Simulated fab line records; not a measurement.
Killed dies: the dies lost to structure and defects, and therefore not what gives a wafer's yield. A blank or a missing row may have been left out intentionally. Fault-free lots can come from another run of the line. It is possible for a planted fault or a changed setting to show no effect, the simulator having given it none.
Chamber matching    flow n5Finfet    pecvd-04 running N5_BEOL_M7_DEP_56: 3 sister chambers
The step deposits SiCN from 3MS/NH3, target thk 10 nm, time 17.5 s. 14 wafers are shown with their chamber, then 7 later ones without.

## WAFERS, EACH WITH ITS CHAMBER
wafer   chamber  throttleValvePct (%)  showerheadPlenumPTorr (Torr)
L074.1  2        8.5                   3.669
L074.4  2        8.8                   3.674
L074.6  1        10.4                  3.665
L075.1  1        10.6                  3.656
L075.2  0        9.1                   3.666
L075.4  0        8.9                   3.663
L078.1  1        10.5                  3.670
L078.3  1        10.5                  3.671
L078.5  1        10.5                  3.655
L077.2  0        9.2                   3.658
L077.3  0        9.0                   3.669
L077.4  1        10.5                  3.665
L091.1  2        7.9                   3.659
L091.4  0        8.8                   3.658

SIGNATURES, as means of the wafers listed above
reading                chamber 0  chamber 1  chamber 2  scatter within a chamber
throttleValvePct       9.000      10.500     8.400      0.222
showerheadPlenumPTorr  3.66280    3.66367    3.66733    0.00634
Rule: for each reading, subtract the chamber's mean from the wafer's reading, divide by that reading's scatter and square the result; add these up over the readings and take the root, which gives the wafer's distance from the chamber. If the next closest chamber is less than 2 further off than the closest, the wafer can't be placed; otherwise it belongs to the closest. The scatter: the root of (the sum of the squares of (reading less its chamber's mean) over the shown wafers, divided by (wafers less chambers)).

## WAFERS WITHOUT THEIR CHAMBER
wafer   throttleValvePct (%)  showerheadPlenumPTorr (Torr)
L091.5  10.5                  3.658
L092.1  10.4                  3.663
L092.2  8.4                   3.657
L092.5  9.1                   3.662
L095.1  9.1                   3.656
L095.2  10.5                  3.672
L095.3  8.2                   3.665

## CHAMBER TAKEN BY EACH
wafer   from the rows above      in truth
L091.5  1                        1
L092.1  1                        1
L092.2  can't be placed: 2 or 0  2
L092.5  0                        0
L095.1  0                        0
L095.2  1                        1
L095.3  2                        2
Correctly placed: 6 of 7. Can't be placed from these rows: 1 (the true chamber is among the candidates in 1). Number placed wrongly: 0.
